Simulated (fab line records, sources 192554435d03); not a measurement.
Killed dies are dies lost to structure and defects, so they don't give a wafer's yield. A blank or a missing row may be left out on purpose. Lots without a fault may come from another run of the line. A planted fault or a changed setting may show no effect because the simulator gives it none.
A struck lot beside a sound one | flow n5_finfet | 37 steps out of a route of 1938
Sound: wafers L794.1, L794.2, L794.3. Struck: wafer L790.3. (L790.5 of the same lot was not struck and is left out.) The cause comes at the end.
At each step with rows: each side's tool, then ch and its chambers, then its first start. Under that, the readings that differ: sound wafers | struck wafers | difference of the means | sigmas: that difference in standard deviations of wafers without a fault.
alike: readings whose means differ by less than 2 such deviations, and words and numbers that are the same on both sides. not compared: withheld readings, readings that some wafer has no value for, bounds like >300 that may hide the same value, and numbers for which the record gives no deviation and whose values overlap.
The two part at a step that has a row with sigmas, a row that says differs or no value, or rows on one side only. Numbers that don't overlap but have no deviation are shown without sigmas and don't part them. A reading that every wafer of one side lacks parts them only if that side has two wafers or more.

first, 8 steps without rows for these wafers: N5_BEOL_M0_ANNEAL_119 (time 90 s); N5_BEOL_M0_CMP_120 (polishes, stops on SiOC, t overpolish 6.9 s); N5_BEOL_M0_PRE_CLEAN_131 (time 15 s); N5_BEOL_M0_CO_CAP_123 (material Co, precursor CCTBA/H2, target thk 2 nm, time 102.1 s); N5_BEOL_M0_PRE_CLEAN_124 (time 15 s); N5_BEOL_M0_DEP_125 (deposits SiCN from 3MS/NH3, target thk 8 nm, time 14 s); N5_BEOL_M1_ILD_DEP_00 (deposits SiOC from DEMS/O2, target thk 79 nm, time 15.3 s); N5_BEOL_M1_PECVD_72 (deposits SiO2 from TEOS/O2, target thk 16 nm, time 18 s).
N5_BEOL_M1_HM_DEP_02: deposits TiN, target thk 20 nm.
  sound on pvd_sputter-01, day 11 19:28; struck on pvd_sputter-02, day 10 16:28
  reading                                    | sound        | struck | difference | sigmas
  model.TiN_of_BEOL_M1_HM_DEP_02.thk_nm (nm) | 20 20.2 20.6 | 25.4   | +5.1       |
  alike: throttle_valve_pct
then, 16 steps without rows for these wafers: N5_BEOL_M1_COAT_61 (time 60 s, resist thk 60 nm); N5_BEOL_M1_COAT_62 (time 60 s, resist thk 12 nm); N5_BEOL_M1_COAT_73 (time 60 s, resist thk 5 nm); N5_BEOL_M1_COAT_05 (resist thk 30 nm); N5_BEOL_M1_EBR_07; N5_BEOL_M1_SOFTBAKE_06 (time 60 s); N5_BEOL_M1_EXPOSE_08 (exposes mask M1); N5_BEOL_M1_PEB_09 (peb time 60 s); N5_BEOL_M1_DEVELOP_10 (develop time 30 s); N5_BEOL_M1_DESCUM_16 (chemistry O2, time 7 s); N5_BEOL_M1_ETCH_74 (etches underlayer in N2/H2, target depth 6.5 nm, time 5.2 s); N5_BEOL_M1_ETCH_63 (etches SiARC in CF4, target depth 15.6 nm, time 26 s); N5_BEOL_M1_ETCH_64 (etches SOC in N2/H2, target depth 75 nm, overetch 15 nm, time 112.5 s); N5_BEOL_M1_STRIP_65 (strips in N2/H2); N5_BEOL_M1_STRIP_75 (strips in N2/H2); N5_BEOL_M1_STRIP_66 (strips in CF4).
N5_BEOL_M1_HM_OPEN_17: chemistry Cl2/BCl3, target TiN, target depth 20 nm, overetch 6 nm.
  sound on rie_metal-02 ch 0,1, day 11 20:29; struck on rie_metal-02 ch 0, day 10 17:36
  reading                  | sound             | struck | difference | sigmas
  oes_product_au (a.u.)    | 0.75 0.53 0.54    | 0.87   | +0.26      | +3
  model.etch.depth_nm (nm) | 19.96 20.17 20.59 | 25.38  | +5.14      |
  alike: chamber_pressure_mTorr, drypump_motor_current_A, throttle_valve_pct
  not compared: rf_hours_counter_h
then, 8 steps without rows for these wafers: N5_BEOL_M1_STRIP_19 (strips in O2); N5_BEOL_M1_COAT_67 (time 60 s, resist thk 60 nm); N5_BEOL_M1_COAT_68 (time 60 s, resist thk 12 nm); N5_BEOL_M1_COAT_76 (time 60 s, resist thk 5 nm); N5_BEOL_M1_COAT_22 (resist thk 30 nm); N5_BEOL_M1_EBR_24; N5_BEOL_M1_SOFTBAKE_23 (time 60 s); N5_BEOL_M1_EXPOSE_25 (exposes mask V0, defocus 5 nm, target cd 24 nm).
N5_BEOL_M1_TRENCH_ETCH_37: etches SiOC in C4F6/O2, target depth 55.207 nm, time 29 s.
  sound on rie_diel-01 ch 0,2,3; struck on rie_diel-03 ch 3
  reading                                    | sound          | struck | difference | sigmas
  model.TiN_of_BEOL_M1_HM_DEP_02.thk_nm (nm) | 17.6 17.8 18.2 | 23     | +5         |
  alike: chamber_pressure_mTorr, drypump_motor_current_A, oes_f_703_au, oes_product_au, rf_vpp_V, showerhead_plenum_p_Torr, throttle_valve_pct
  not compared: rf_hours_counter_h
N5_BEOL_M4_RC_MEAS_101:
  sound on prober-01 ch 0, day 14 04:18; struck on prober-01 ch 0, day 12 05:14
  alike: DIBL_N, DIBL_P, IOFF_N, IOFF_P, ION_N, ION_P, SS_N, SS_P, VT_N, VT_P
then, 1 step without rows for these wafers: N5_PASSIVATION_PROBE_49.

WHERE THEY PART
Only at N5_BEOL_M1_HM_OPEN_17, within this record. Later steps at which nothing parts them and some readings are alike: N5_BEOL_M1_TRENCH_ETCH_37, N5_BEOL_M4_RC_MEAS_101.

WHY: what the simulator had put in
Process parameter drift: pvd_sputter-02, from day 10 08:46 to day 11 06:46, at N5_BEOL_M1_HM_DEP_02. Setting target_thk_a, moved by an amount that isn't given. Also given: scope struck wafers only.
